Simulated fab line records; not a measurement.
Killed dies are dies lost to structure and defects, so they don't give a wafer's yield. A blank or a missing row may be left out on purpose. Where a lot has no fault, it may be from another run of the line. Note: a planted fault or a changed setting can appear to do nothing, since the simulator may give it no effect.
fab line records    flow nandHarc
[record] lots = 6  wafers = 18  lastDay = 32
route steps=1302 shown A_ONON_D2@550 END@1302
lots untouched by any fault: they come from a run of this same line in which no faults occurred
startH: hours from the record's opening day to when the first of the lot's shown wafers began    waitH: time in hours since the lot's previous step    " as in the row above    L1.1+2: a row that stands for several wafers    - either no value or no given start    * or withheld: withheld    < > ~ a bound
route shown NAME@n: names a module that has steps shown in the file, with the first one's number in the route    usual: the fault-free wafers' mean and standard deviation    same: alike in all rows    chamber/n: place in a boat    sites: each site's reading    _std_site: their standard deviation    _edge_site: the outer-site mean with the inner-site mean subtracted    radiusMm: how far each site lies from the wafer's centre    mask NAME#n: copy n    behind: the tool/chamber that last shaped the wafer    hold: why the lot was held/for how many hours/how that ended    device: names the non-switching transistor (n, p or np)    end of line: the route-end tests of the same wafers    for a step that has no rows: nothing shown but its recipe    killed: at the first sort, the dies lost to defects and structure; wafer yield is something else    map: per-die view of a wafer (x killed, . not killed, _ where there is no die)
set.NAME: the run value of the setting; set.NAME@STEP: its run value at that earlier step    model.NAME: the simulator's own value behind a step, which no gauge read
lots at selected steps of the route; one table per step, one row per wafer
services: when a tool's chamber went out of use (startH, in hours from the record's first day, below 0 if earlier), for how many hours, and the reason
[[steps]]
[step NHARC_A_ONON_D2_THK_MEAS_08]
[recipe] thkMeasGauge = ellipsometry
[usual] thkNm = 998/8.7
lot.wafer  tool          chamber  startH  waitH  thkNm
L935.3     filmMetro-01  -        290.05  -      1004
L935.4     "             -        "       "      1003
L935.5     "             -        "       "      1003
L937.3     filmMetro-01  -        302.94  -      981
L937.5     "             -        "       "      982
L937.6     "             -        "       "      985
L946.1     filmMetro-01  -        386.23  -      997
L946.3     "             -        "       "      999
L946.6     "             -        "       "      996
L947.3     filmMetro-01  -        414.52  -      997
L947.4     "             -        "       "      999
L947.6     "             -        "       "      996
L949.2     filmMetro-01  -        439.80  -      980
L949.3     "             -        "       "      979
L949.4     "             -        "       "      980
L954.1     filmMetro-02  -        476.41  -      995
L954.4     "             -        "       "      995
L954.6     "             -        "       "      994
[step NHARC_A_ONON_D2_DEP_09]
[recipe] targetThkA = 10000  n2FlowSccm = 2750  n2oFlowSccm = 2000  nh3FlowSccm = 500  sih4FlowSccm = 210  tempC = 400
[step NHARC_A_ONON_D2_THK_MEAS_11]
[recipe] thkMeasGauge = ellipsometry
[usual] thkNm = 999/9.8
lot.wafer  tool          chamber  startH  waitH  thkNm
L935.3     filmMetro-01  -        290.62  -      1013
L935.4     "             -        "       "      1014
L935.5     "             -        "       "      1016
L937.3     filmMetro-02  -        303.51  -      983
L937.5     "             -        "       "      984
L937.6     "             -        "       "      984
L946.1     filmMetro-01  -        386.79  -      996
L946.3     "             -        "       "      996
L946.6     "             -        "       "      996
L947.3     filmMetro-01  -        415.08  -      995
L947.4     "             -        "       "      995
L947.6     "             -        "       "      995
L949.2     filmMetro-02  -        440.37  -      998
L949.3     "             -        "       "      998
L949.4     "             -        "       "      998
L954.1     filmMetro-01  -        476.97  -      1000
L954.4     "             -        "       "      1000
L954.6     "             -        "       "      1000
[step NHARC_A_ONON_D2_DEP_12]
[recipe] targetThkA = 10000  n2FlowSccm = 2750  n2oFlowSccm = 2000  nh3FlowSccm = 500  sih4FlowSccm = 210  tempC = 400
[step NHARC_A_ONON_D2_THK_MEAS_14]
[recipe] thkMeasGauge = ellipsometry
[usual] thkNm = 1001/9.4
lot.wafer  tool          chamber  startH  waitH  thkNm
L935.3     filmMetro-02  -        291.18  -      993
L935.4     "             -        "       "      996
L935.5     "             -        "       "      994
L937.3     filmMetro-01  -        304.08  -      998
L937.5     "             -        "       "      1000
L937.6     "             -        "       "      999
L946.1     filmMetro-01  -        387.36  -      989
L946.3     "             -        "       "      989
L946.6     "             -        "       "      989
L947.3     filmMetro-01  -        415.65  -      1007
L947.4     "             -        "       "      1009
L947.6     "             -        "       "      1008
L949.2     filmMetro-01  -        440.94  -      989
L949.3     "             -        "       "      991
L949.4     "             -        "       "      994
L954.1     filmMetro-02  -        477.54  -      990
L954.4     "             -        "       "      991
L954.6     "             -        "       "      990
[step NHARC_A_ONON_D2_ANNEAL_15]
[recipe] tempC = 750  timeS = 3600
[step NHARC_A_ONON_D2_DEP_16]
[recipe] targetThkA = 10000  n2FlowSccm = 2750  n2oFlowSccm = 2000  nh3FlowSccm = 500  sih4FlowSccm = 210  tempC = 400
[step NHARC_A_ONON_D2_THK_MEAS_18]
[recipe] thkMeasGauge = ellipsometry
[usual] thkNm = 1001/9.3
lot.wafer  tool          chamber  startH  waitH  thkNm
L935.3     filmMetro-02  -        298.94  -      997
L935.4     "             -        "       "      996
L935.5     "             -        "       "      997
L937.3     filmMetro-02  -        313.81  -      1021
L937.5     "             -        "       "      1020
L937.6     "             -        "       "      1019
L946.1     filmMetro-01  -        395.06  -      997
L946.3     "             -        "       "      995
L946.6     "             -        "       "      997
L947.3     filmMetro-02  -        423.70  -      1001
L947.4     "             -        "       "      1002
L947.6     "             -        "       "      1002
L949.2     filmMetro-01  -        448.32  -      994
L949.3     "             -        "       "      993
L949.4     "             -        "       "      993
L954.1     filmMetro-01  -        485.28  -      1004
L954.4     "             -        "       "      1002
L954.6     "             -        "       "      1001
[step NHARC_A_ONON_D2_DEP_19]
[recipe] targetThkA = 10000  n2FlowSccm = 2750  n2oFlowSccm = 2000  nh3FlowSccm = 500  sih4FlowSccm = 210  tempC = 400
[step NHARC_A_ONON_D2_THK_MEAS_21]
[recipe] thkMeasGauge = ellipsometry
[usual] thkNm = 1001/9
lot.wafer  tool          chamber  startH  waitH  thkNm
L935.3     filmMetro-02  -        299.50  -      990
L935.4     "             -        "       "      989
L935.5     "             -        "       "      989
L937.3     filmMetro-01  -        314.37  -      1009
L937.5     "             -        "       "      1010
L937.6     "             -        "       "      1010
L946.1     filmMetro-02  -        395.63  -      1030
L946.3     "             -        "       "      1030
L946.6     "             -        "       "      1029
L947.3     filmMetro-01  -        424.26  -      1002
L947.4     "             -        "       "      1003
L947.6     "             -        "       "      1003
L949.2     filmMetro-01  -        448.89  -      1004
L949.3     "             -        "       "      1003
L949.4     "             -        "       "      1002
L954.1     filmMetro-01  -        485.85  -      993
L954.4     "             -        "       "      993
L954.6     "             -        "       "      992
[step NHARC_A_ONON_D2_DEP_22]
[recipe] targetThkA = 10000  n2FlowSccm = 2750  n2oFlowSccm = 2000  nh3FlowSccm = 500  sih4FlowSccm = 210  tempC = 400
[step NHARC_A_ONON_D2_THK_MEAS_24]
[recipe] thkMeasGauge = ellipsometry
[usual] thkNm = 1001/9.2
lot.wafer  tool          chamber  startH  waitH  thkNm
L935.3     filmMetro-01  -        300.08  -      1017
L935.4     "             -        "       "      1017
L935.5     "             -        "       "      1016
L937.3     filmMetro-01  -        314.94  -      1011
L937.5     "             -        "       "      1010
L937.6     "             -        "       "      1010
L946.1     filmMetro-02  -        396.20  -      1013
L946.3     "             -        "       "      1012
L946.6     "             -        "       "      1014
L947.3     filmMetro-02  -        424.82  -      1005
L947.4     "             -        "       "      1003
L947.6     "             -        "       "      1002
L949.2     filmMetro-02  -        449.45  -      1009
L949.3     "             -        "       "      1010
L949.4     "             -        "       "      1010
L954.1     filmMetro-01  -        486.41  -      1007
L954.4     "             -        "       "      1008
L954.6     "             -        "       "      1005
[step NHARC_A_ONON_D2_DEP_25]
[recipe] targetThkA = 10000  n2FlowSccm = 2750  n2oFlowSccm = 2000  nh3FlowSccm = 500  sih4FlowSccm = 210  tempC = 400
lot.wafer   tool          chamber  startH  waitH
L935.3+4+5  pecvdOnon-03  0        300.25  0.2
L937.3+5+6  pecvdOnon-02  0        315.11  0.2
L946.1+3+6  pecvdOnon-03  0        396.26  0.1
L947.3+4+6  pecvdOnon-03  0        424.99  0.2
L949.2+3+4  pecvdOnon-04  0        449.57  0.1
L954.1+4+6  pecvdOnon-03  0        486.47  0.1
[step NHARC_A_ONON_D2_THK_MEAS_27]
[recipe] thkMeasGauge = ellipsometry
[usual] thkNm = 1002/8.9
lot.wafer  tool          chamber  startH  waitH  thkNm
L935.3     filmMetro-01  -        300.64  -      1001
L935.4     "             -        "       "      1003
L935.5     "             -        "       "      1000
L937.3     filmMetro-02  -        315.51  -      996
L937.5     "             -        "       "      993
L937.6     "             -        "       "      996
L946.1     filmMetro-02  -        396.77  -      583
L946.3     "             -        "       "      581
L946.6     "             -        "       "      582
L947.3     filmMetro-01  -        425.39  -      574
L947.4     "             -        "       "      577
L947.6     "             -        "       "      576
L949.2     filmMetro-01  -        450.02  -      1005
L949.3     "             -        "       "      1005
L949.4     "             -        "       "      1004
L954.1     filmMetro-01  -        486.98  -      1003
L954.4     "             -        "       "      1004
L954.6     "             -        "       "      1004
[step NHARC_A_ONON_D2_DEP_28]
[recipe] targetThkA = 10000  n2FlowSccm = 2750  n2oFlowSccm = 2000  nh3FlowSccm = 500  sih4FlowSccm = 210  tempC = 400
[step NHARC_END_SORT_01]
[recipe] tempC = 25
[usual] killedAtArray = 63/27  killedAtOther = 0.7/1.2  killedAtPeriphery = 3.1/2  killedDies = 67/28  killedOpen = 3.0/1.9  killedShort = 2.2/1.5
[same] grossDies = 677
lot.wafer  tool       chamber  startH  waitH  killedAtArray  killedAtOther  killedAtPeriphery  killedDies  killedOpen  killedShort
L935.3     prober-01  0        564.78  3.1    89             0              3                  92          4           3
L935.4     prober-01  0        565.57  3.4    74             0              1                  75          0           3
L935.5     prober-01  0        566.35  3.6    81             0              2                  83          5           2
L937.3     prober-02  0        591.38  3.1    73             0              4                  77          5           0
L937.5     prober-02  0        592.97  3.7    80             1              4                  85          4           3
L937.6     prober-02  0        593.77  4.0    86             0              1                  87          3           0
L946.1     prober-02  0        669.58  2.5    673            3              1                  677         3           4
L946.3     prober-02  0        671.18  3.1    676            1              0                  677         3           1
L946.6     prober-02  0        673.58  4.0    675            0              2                  677         4           5
L947.3     prober-01  0        700.84  3.1    676            0              1                  677         1           1
L947.4     prober-01  0        701.64  3.4    677            0              0                  677         4           3
L947.6     prober-01  0        703.23  4.0    676            0              1                  677         3           1
L949.2     prober-01  0        740.36  2.8    79             0              2                  81          3           3
L949.3     prober-01  0        741.17  3.1    77             0              3                  80          3           6
L949.4     prober-01  0        741.98  3.4    73             0              7                  80          10          6
// killed by level:class
L935.3 A_CHANNEL_HOLE_D1:chamberFilmFlake=35 A_SLIT:chamberFilmFlake=28 A_SGD_CUT:chamberFilmFlake=11 A_CHANNEL_HOLE_D2:chamberFilmFlake=6 P_CONTACT:geometricParticle:open=2 A_ZERO_WELL:chamberFilmFlake=2 A_CHANNEL_FILL_D1:geometricParticle:short=1 A_ONON_D2:geometricParticle:open=1
L935.4 A_CHANNEL_HOLE_D1:chamberFilmFlake=29 A_SLIT:chamberFilmFlake=21 A_CHANNEL_HOLE_D2:chamberFilmFlake=8 A_SGD_CUT:chamberFilmFlake=6 A_CONTACT:chamberFilmFlake=4 A_ZERO_WELL:chamberFilmFlake=2 A_ONON_D1:geometricParticle:short=1 A_CHANNEL_HOLE_D1:geometricParticle:short=1
L935.5 A_CHANNEL_HOLE_D1:chamberFilmFlake=31 A_SLIT:chamberFilmFlake=28 A_CHANNEL_HOLE_D2:chamberFilmFlake=6 A_STAIRCASE:chamberFilmFlake=3 A_SGD_CUT:chamberFilmFlake=3 A_CONTACT:chamberFilmFlake=3 A_WL_FILL:chamberFilmFlake=2 P_GATE:geometricParticle:short=1
L937.3 A_CHANNEL_HOLE_D1:chamberFilmFlake=35 A_SLIT:chamberFilmFlake=24 A_CHANNEL_HOLE_D2:chamberFilmFlake=6 A_STAIRCASE:chamberFilmFlake=3 P_M2:chamberFilmFlake=2 A_ONON_D1:geometricParticle:open=1 A_ONON_D2:geometricParticle:open=1 A_CHANNEL_FILL_D2:geometricParticle:open=1
L937.5 A_CHANNEL_HOLE_D1:chamberFilmFlake=35 A_SLIT:chamberFilmFlake=31 A_CHANNEL_HOLE_D2:chamberFilmFlake=5 A_DECK1_JOINT:geometricParticle:short=2 A_STAIRCASE:chamberFilmFlake=2 P_STI:geometricParticle:short=1 P_CONTACT:geometricParticle:open=1 A_DECK1_JOINT:geometricParticle:open=1
L937.6 A_SLIT:chamberFilmFlake=32 A_CHANNEL_HOLE_D1:chamberFilmFlake=30 A_CHANNEL_HOLE_D2:chamberFilmFlake=9 A_STAIRCASE:chamberFilmFlake=4 A_CONTACT:chamberFilmFlake=4 A_ZERO_WELL:chamberFilmFlake=2 A_DECK1_JOINT:chamberFilmFlake=2 A_ONON_D1:geometricParticle:open=1
L946.1 A_ONON_D2:areaDep=643 A_CHANNEL_HOLE_D1:chamberFilmFlake=8 A_DECK1_JOINT:chamberFilmFlake=4 A_SLIT:chamberFilmFlake=4 A_CONTACT:chamberFilmFlake=3 THIN_TSV:chamberFilmFlake=3 A_M0:geometricParticle:short=2 A_BLC:chamberFilmFlake=2
L946.3 A_ONON_D2:areaDep=641 A_CHANNEL_HOLE_D1:chamberFilmFlake=11 A_CONTACT:chamberFilmFlake=7 A_SLIT:chamberFilmFlake=3 A_ZERO_WELL:chamberFilmFlake=2 A_DECK1_JOINT:chamberFilmFlake=2 A_BLC:chamberFilmFlake=2 A_CHANNEL_FILL_D1:geometricParticle:short=1
L946.6 A_ONON_D2:areaDep=646 A_CHANNEL_HOLE_D1:chamberFilmFlake=6 A_CONTACT:chamberFilmFlake=4 A_SLIT:chamberFilmFlake=3 A_DECK1_JOINT:chamberFilmFlake=3 A_ONON_D1:geometricParticle:short=2 A_CHANNEL_FILL_D1:geometricParticle:open=2 A_STAIRCASE:chamberFilmFlake=2
L947.3 A_ONON_D2:areaDep=638 A_CHANNEL_HOLE_D2:chamberFilmFlake=19 A_CHANNEL_HOLE_D1:chamberFilmFlake=8 A_CONTACT:chamberFilmFlake=7 A_CHANNEL_FILL_D1:geometricParticle:short=1 A_CHANNEL_FILL_D2:geometricParticle:open=1 P_CONTACT:chamberFilmFlake=1 A_STAIRCASE:chamberFilmFlake=1
L947.4 A_ONON_D2:areaDep=634 A_CHANNEL_HOLE_D2:chamberFilmFlake=19 A_CONTACT:chamberFilmFlake=8 A_CHANNEL_HOLE_D1:chamberFilmFlake=3 A_SLIT:chamberFilmFlake=3 A_ONON_D1:geometricParticle:open=2 A_STAIRCASE:chamberFilmFlake=2 A_ONON_D1:geometricParticle:short=1
L947.6 A_ONON_D2:areaDep=627 A_CHANNEL_HOLE_D2:chamberFilmFlake=25 A_CONTACT:chamberFilmFlake=10 A_CHANNEL_HOLE_D1:chamberFilmFlake=5 A_SLIT:chamberFilmFlake=4 P_GATE:geometricParticle:open=1 A_CHANNEL_FILL_D1:geometricParticle:open=1 A_SGD_CUT:geometricParticle:open=1
L949.2 A_CHANNEL_HOLE_D1:chamberFilmFlake=33 A_CHANNEL_HOLE_D2:chamberFilmFlake=25 A_CONTACT:chamberFilmFlake=7 A_CHANNEL_FILL_D2:chamberFilmFlake=3 A_SLIT:chamberFilmFlake=3 A_WL_FILL:geometricParticle:short=2 A_WL_FILL:chamberFilmFlake=2 P_CONTACT:geometricParticle:open=1
L949.3 A_CHANNEL_HOLE_D1:chamberFilmFlake=30 A_CHANNEL_HOLE_D2:chamberFilmFlake=23 A_SLIT:chamberFilmFlake=6 A_CONTACT:chamberFilmFlake=4 A_CHANNEL_FILL_D1:geometricParticle:short=2 A_CHANNEL_FILL_D2:geometricParticle:short=2 A_CHANNEL_FILL_D2:chamberFilmFlake=2 A_STAIRCASE:chamberFilmFlake=2
L949.4 A_CHANNEL_HOLE_D1:chamberFilmFlake=30 A_CHANNEL_HOLE_D2:chamberFilmFlake=19 A_CONTACT:chamberFilmFlake=5 A_ONON_D2:geometricParticle:short=3 A_CHANNEL_HOLE_D2:geometricParticle:short=2 A_WL_FILL:geometricParticle:open=2 A_M0:geometricParticle:open=2 P_ZERO_WELL:chamberFilmFlake=2
// map L946.1 (x killed, . not)
____________x____________
_________xxxxxxx_________
_______xxxxxxxxxxx_______
______xxxxxxxxxxxxx______
_____xxxxxxxxxxxxxxx_____
____xxxxxxxxxxxxxxxxx____
____xxxxxxxxxxxxxxxxx____
___xxxxxxxxxxxxxxxxxxx___
___xxxxxxxxxxxxxxxxxxx___
__xxxxxxxxxxxxxxxxxxxxx__
__xxxxxxxxxxxxxxxxxxxxx__
_xxxxxxxxxxxxxxxxxxxxxxx_
_xxxxxxxxxxxxxxxxxxxxxxx_
_xxxxxxxxxxxxxxxxxxxxxxx_
_xxxxxxxxxxxxxxxxxxxxxxx_
_xxxxxxxxxxxxxxxxxxxxxxx_
xxxxxxxxxxxxxxxxxxxxxxxxx
xxxxxxxxxxxxxxxxxxxxxxxxx
xxxxxxxxxxxxxxxxxxxxxxxxx
xxxxxxxxxxxxxxxxxxxxxxxxx
xxxxxxxxxxxxxxxxxxxxxxxxx
_xxxxxxxxxxxxxxxxxxxxxxx_
_xxxxxxxxxxxxxxxxxxxxxxx_
_xxxxxxxxxxxxxxxxxxxxxxx_
_xxxxxxxxxxxxxxxxxxxxxxx_
_xxxxxxxxxxxxxxxxxxxxxxx_
__xxxxxxxxxxxxxxxxxxxxx__
__xxxxxxxxxxxxxxxxxxxxx__
___xxxxxxxxxxxxxxxxxxx___
___xxxxxxxxxxxxxxxxxxx___
____xxxxxxxxxxxxxxxxx____
____xxxxxxxxxxxxxxxxx____
_____xxxxxxxxxxxxxxx_____
______xxxxxxxxxxxxx______
_______xxxxxxxxxxx_______
_________xxxxxxx_________
____________x____________
// map L947.3 (x killed, . not)
____________x____________
_________xxxxxxx_________
_______xxxxxxxxxxx_______
______xxxxxxxxxxxxx______
_____xxxxxxxxxxxxxxx_____
____xxxxxxxxxxxxxxxxx____
____xxxxxxxxxxxxxxxxx____
___xxxxxxxxxxxxxxxxxxx___
___xxxxxxxxxxxxxxxxxxx___
__xxxxxxxxxxxxxxxxxxxxx__
__xxxxxxxxxxxxxxxxxxxxx__
_xxxxxxxxxxxxxxxxxxxxxxx_
_xxxxxxxxxxxxxxxxxxxxxxx_
_xxxxxxxxxxxxxxxxxxxxxxx_
_xxxxxxxxxxxxxxxxxxxxxxx_
_xxxxxxxxxxxxxxxxxxxxxxx_
xxxxxxxxxxxxxxxxxxxxxxxxx
xxxxxxxxxxxxxxxxxxxxxxxxx
xxxxxxxxxxxxxxxxxxxxxxxxx
xxxxxxxxxxxxxxxxxxxxxxxxx
xxxxxxxxxxxxxxxxxxxxxxxxx
_xxxxxxxxxxxxxxxxxxxxxxx_
_xxxxxxxxxxxxxxxxxxxxxxx_
_xxxxxxxxxxxxxxxxxxxxxxx_
_xxxxxxxxxxxxxxxxxxxxxxx_
_xxxxxxxxxxxxxxxxxxxxxxx_
__xxxxxxxxxxxxxxxxxxxxx__
__xxxxxxxxxxxxxxxxxxxxx__
___xxxxxxxxxxxxxxxxxxx___
___xxxxxxxxxxxxxxxxxxx___
____xxxxxxxxxxxxxxxxx____
____xxxxxxxxxxxxxxxxx____
_____xxxxxxxxxxxxxxx_____
______xxxxxxxxxxxxx______
_______xxxxxxxxxxx_______
_________xxxxxxx_________
____________x____________
[[services]]
tool          chamber  startH  hours  kind
pecvdOnon-04  -        311.30  13.0   pm
pecvdOnon-02  -        366.00  13.0   pm
pecvdOnon-03  -        408.00  13.0   pm
[[key]]
[firstSign] step = NHARC_A_ONON_D2_THK_MEAS_27  reading = thkNm  direction = down  sigmas = 48  usual = 1002  struck = 579
[effect] step = NHARC_END_SORT_01  reading = killedAtArray  direction = up  sigmas = 22  usual = 63  struck = 676
[moreKillsBornAt] NHARC_A_ONON_D2_DEP_25@pecvdOnon-03 = 3829
metAt NHARC_A_ONON_D2_DEP_25
struckWafers L946.1,L946.3,L946.6,L947.3,L947.4,L947.6
laterRowsLeftOut L946.1,L946.3,L946.6,L947.3,L947.4,L947.6
testerLeftOut L946,L947
onsetBetween 300.25 396.26
[fault] kind = processParameterDrift  tool = pecvdOnon-03  chamber = 0  onsetH = 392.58  steps = NHARC_A_ONON_D2_DEP_25  channel = targetThkA  offset = *  shape = step  endH = 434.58  actsIn = *  stated = *
// testerLeftOut: of these lots the tester's yield and bins aren't shown, on N5 and GAA mostly nor the transistor test; their killed dies are dies lost to structure and defects alone, not to doping, threshold or leakage, so they don't give the yield
// laterRowsLeftOut: the simulator's readings of these wafers behind a module that went badly wrong aren't trusted and aren't shown, but for the sort
